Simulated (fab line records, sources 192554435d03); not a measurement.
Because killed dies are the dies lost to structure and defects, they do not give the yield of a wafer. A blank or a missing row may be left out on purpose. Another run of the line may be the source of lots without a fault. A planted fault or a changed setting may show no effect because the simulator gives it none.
Matching of chambers + flow n5-finfet + 3 sister chambers for N5_BEOL_M4_PRE_CLEAN_60 on cvd-co-02
The step time 15 s. 30 wafers are shown with their chamber, then 12 later ones without.

== WAFERS PAIRED WITH THEIR CHAMBERS ==
| wafer  | chamber | heater-power-w (W) |
|--------|---------|--------------------|
| L074.3 | 2       | 62                 |
| L074.5 | 0       | 102                |
| L074.6 | 1       | 92                 |
| L076.3 | 1       | 91                 |
| L076.4 | 0       | 103                |
| L076.6 | 1       | 94                 |
| L077.2 | 1       | 93                 |
| L077.5 | 2       | 62                 |
| L077.6 | 1       | 90                 |
| L081.2 | 2       | 62                 |
| L081.5 | 1       | 91                 |
| L081.6 | 0       | 105                |
| L082.1 | 1       | 90                 |
| L082.2 | 0       | 106                |
| L082.3 | 2       | 63                 |
| L083.3 | 2       | 61                 |
| L083.4 | 0       | 106                |
| L083.5 | 2       | 62                 |
| L084.3 | 0       | 103                |
| L084.4 | 0       | 104                |
| L084.6 | 2       | 62                 |
| L086.2 | 0       | 102                |
| L086.3 | 1       | 93                 |
| L086.5 | 2       | 62                 |
| L089.1 | 0       | 105                |
| L089.5 | 2       | 62                 |
| L089.6 | 0       | 103                |
| L090.2 | 0       | 103                |
| L090.5 | 0       | 100                |
| L090.6 | 2       | 61                 |

SIGNATURES (means of the wafers above)
| reading        | chamber 0 | chamber 1 | chamber 2 | scatter within a chamber |
|----------------|-----------|-----------|-----------|--------------------------|
| heater-power-w | 103.50    | 91.75     | 61.90     | 1.41                     |
Rule: a wafer lies at a distance from a chamber equal to the root of the sum of squares, over the readings, of (its reading less the chamber's mean, divided by the reading's scatter). If the next closest chamber is less than 2 further off than the closest, the wafer can't be placed; otherwise it belongs to the closest. The scatter: take each reading less its chamber's mean, square it, sum over the shown wafers, divide by the number of wafers less the number of chambers, and take the root.

== WAFERS WHOSE CHAMBER IS MISSING ==
| wafer  | heater-power-w (W) |
|--------|--------------------|
| L092.1 | 63                 |
| L092.3 | 92                 |
| L092.4 | 102                |
| L093.2 | 93                 |
| L093.4 | 100                |
| L093.5 | 90                 |
| L095.2 | 63                 |
| L095.3 | 92                 |
| L095.5 | 101                |
| L096.2 | 90                 |
| L096.4 | 102                |
| L096.5 | 91                 |

== CHAMBER TAKEN BY EACH ==
| wafer  | from the rows above | in truth |
|--------|---------------------|----------|
| L092.1 | 2                   | 2        |
| L092.3 | 1                   | 1        |
| L092.4 | 0                   | 0        |
| L093.2 | 1                   | 1        |
| L093.4 | 0                   | 0        |
| L093.5 | 1                   | 1        |
| L095.2 | 2                   | 2        |
| L095.3 | 1                   | 1        |
| L095.5 | 0                   | 0        |
| L096.2 | 1                   | 1        |
| L096.4 | 0                   | 0        |
| L096.5 | 1                   | 1        |
Placed correctly: 12 of 12. From these rows, 0 cannot be placed. Placed wrongly: 0.
